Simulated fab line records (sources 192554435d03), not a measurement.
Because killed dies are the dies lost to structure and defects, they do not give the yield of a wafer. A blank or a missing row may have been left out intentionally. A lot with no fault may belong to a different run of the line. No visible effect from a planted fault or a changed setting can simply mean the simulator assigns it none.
The tool behind it: which one?    flow n5Finfet    12 lots, 36 wafers sampled, at 5 steps of a route of 1938

## WHAT EACH GAUGE READ, for each wafer
N5_BEOL_M12_CD_MEAS_10: the cd target is 140 nm. Usual: cdNm at 140.5 nm, with a standard deviation of 1.5.
lot   measured      on        cdNm (nm)          flag
L331  day 11 07:24  cdSem-01  139.6 137.3 140.1  
L333  day 11 11:14  cdSem-03  139.8 139.6 140.7  
L334  day 11 21:53  cdSem-01  139.8 142.7 143.7  
L335  day 12 06:44  cdSem-02  140.0 141.2 138.9  
L337  day 12 15:25  cdSem-02  139.7 138.5 141.5  
L336  day 12 20:01  cdSem-01  140.4 140.4 140.5  
L339  day 13 11:59  cdSem-02  141.5 137.2 140.4  
L343  day 14 08:27  cdSem-02  139.3 139.2 142.1  
L344  day 15 12:37  cdSem-03  139.4 140.4 139.8  
L348  day 15 17:55  cdSem-02  149.3 147.0 147.5  OFF
L350  day 16 08:11  cdSem-02  146.0 146.8 144.3  OFF
L353  day 17 20:47  cdSem-01  140.0 137.9 134.5  

N5_BEOL_M12_OVL_MEAS_11. Usual: V11_OVL typically reads -4 nm, with standard deviation 6.1.
lot   measured      on          V11_OVL (nm)  flag
L331  day 11 07:26  overlay-01  -6 -5 -8      
L333  day 11 11:16  overlay-02  5 4 3         
L334  day 11 21:55  overlay-02  -8 3 -14      
L335  day 12 06:46  overlay-02  -5 -13 -3     
L337  day 12 15:27  overlay-01  -5 -5 1       
L336  day 12 20:03  overlay-01  4 -7 0        
L339  day 13 12:01  overlay-01  -6 -1 -6      
L343  day 14 08:29  overlay-02  6 9 0         
L344  day 15 12:38  overlay-01  -15 -12 -11   
L348  day 15 17:57  overlay-01  -10 -1 0      
L350  day 16 08:13  overlay-02  -8 -10 -3     
L353  day 17 20:49  overlay-02  -9 -2 -1      

## TOOL THAT RAN EACH LOT (tool first, then ch and the chambers of the sampled wafers, then the start)
lot   N5_BEOL_M11_SURFACE_TREAT_76  N5_BEOL_M11_ANNEAL_51            N5_BEOL_M12_PEB_08
L331  pvdSputter-02, day 11 04:36   rtpAnneal-01 ch 0, day 11 06:11  lithoTrack-01 ch 0, day 11 07:17
L333  pvdSputter-02, day 11 08:58   rtpAnneal-02 ch 0, day 11 10:04  lithoTrack-04 ch 0, day 11 11:08
L334  pvdSputter-03, day 11 19:59   rtpAnneal-01 ch 0, day 11 20:45  lithoTrack-02 ch 0, day 11 21:46
L335  pvdSputter-03, day 12 04:58   rtpAnneal-02 ch 0, day 12 05:26  lithoTrack-04 ch 0, day 12 06:37
L337  pvdSputter-02, day 12 13:33   rtpAnneal-02 ch 0, day 12 14:02  lithoTrack-04 ch 0, day 12 15:18
L336  pvdSputter-01, day 12 18:07   rtpAnneal-02 ch 0, day 12 18:40  lithoTrack-04 ch 0, day 12 19:54
L339  pvdSputter-01, day 13 10:06   rtpAnneal-01 ch 0, day 13 10:46  lithoTrack-01 ch 0, day 13 11:53
L343  pvdSputter-02, day 14 06:31   rtpAnneal-01 ch 0, day 14 07:05  lithoTrack-04 ch 0, day 14 08:20
L344  pvdSputter-02, day 15 10:54   rtpAnneal-01 ch 0, day 15 11:22  lithoTrack-01 ch 0, day 15 12:29
L348  pvdSputter-03, day 15 15:58   rtpAnneal-02 ch 0, day 15 16:35  lithoTrack-04 ch 0, day 15 17:48
L350  pvdSputter-03, day 16 06:22   rtpAnneal-01 ch 0, day 16 07:01  lithoTrack-04 ch 0, day 16 08:05
L353  pvdSputter-03, day 17 18:55   rtpAnneal-01 ch 0, day 17 19:23  lithoTrack-01 ch 0, day 17 20:40
- N5_BEOL_M11_SURFACE_TREAT_76
- N5_BEOL_M11_ANNEAL_51: time 90 s.
- N5_BEOL_M12_PEB_08: peb time 90 s.

## AS READ BY THE TOOLS THEMSELVES (means over the sampled wafers that have a number; for cases with no such wafer, the mark the record gives instead)
N5_BEOL_M11_ANNEAL_51. Usual: annealTempC 224.99 C, standard deviation 0.19; wafer_temp_C_max 226.1, standard deviation 0.68.
lot   tool          annealTempC (C)  wafer_temp_C_max  flag
L331  rtpAnneal-01  224.98           226.4             
L333  rtpAnneal-02  224.97           225.5             
L334  rtpAnneal-01  224.87           226.8             
L335  rtpAnneal-02  225.06           225.5             
L337  rtpAnneal-02  224.69           225.5             
L336  rtpAnneal-02  225.12           225.7             
L339  rtpAnneal-01  224.98           227.0             
L343  rtpAnneal-01  224.94           226.8             
L344  rtpAnneal-01  224.96           226.8             
L348  rtpAnneal-02  224.88           225.4             
L350  rtpAnneal-01  225.21           226.6             
L353  rtpAnneal-01  224.95           227.1             

N5_BEOL_M12_PEB_08. Usual: heaterPowerTotalW 172.4 W, standard deviation 0.79; plateTempC 129.98 C, standard deviation 0.13.
lot   tool           heaterPowerTotalW (W)  plateTempC (C)  flag
L331  lithoTrack-01  171.4                  130.30          
L333  lithoTrack-04  173.2                  129.95          
L334  lithoTrack-02  172.6                  130.04          
L335  lithoTrack-04  172.5                  129.97          
L337  lithoTrack-04  171.8                  130.01          
L336  lithoTrack-04  172.1                  129.92          
L339  lithoTrack-01  172.5                  130.09          
L343  lithoTrack-04  172.3                  129.98          
L344  lithoTrack-01  172.8                  129.93          
L348  lithoTrack-04  176.2                  132.26          OFF
L350  lithoTrack-04  175.9                  132.10          OFF
L353  lithoTrack-01  172.1                  129.87          

## THE ANSWER, worked out from the rows above alone
Rule: a lot counts as off when the mean over its wafers that have a number is more than 3 standard deviations away from the usual mean. A lot without any number at a reading at which 4 lots or more have one is off too. Where the step has rows for the other lots, those lots are counted as sound. The gauges are gone through in route order, then the tools' own readings, and for those a lot's mean is taken as printed above. At the first step where some lot is off, the reading lying furthest off is the one used; lots without a number count as furthest.
Off: L348, L350, at N5_BEOL_M12_CD_MEAS_10 (cdNm).
A tool fits if, at a process step before that reading, it ran every lot that is off, and no sound lot after the first of them. Not tried: the gauges at N5_BEOL_M12_CD_MEAS_10; whatever is off there is also off at N5_BEOL_M12_PEB_08, on other tools, and gauge error can't account for it. One fits: N5_BEOL_M12_PEB_08 on lithoTrack-04. A fault onset in the window from L343 (day 14 08:20, its last sound lot) to L348 (day 15 17:48, its first lot off) fits.
The tool's own readings at N5_BEOL_M12_PEB_08 bear it out: on the lots that are off they differ by more than 5 times the standard deviation of the sound lots' means. heaterPowerTotalW reads 176.1 W there against 172.3 W on the sound lots; plateTempC reads 132.18 C there against 130.01 C on the sound lots.

## WHAT THE SIMULATOR PUT IN
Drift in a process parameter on lithoTrack-04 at N5_BEOL_M12_PEB_08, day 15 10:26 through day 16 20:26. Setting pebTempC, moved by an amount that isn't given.
Lots struck among those shown: L348, L350. The rule given above showed the same thing.
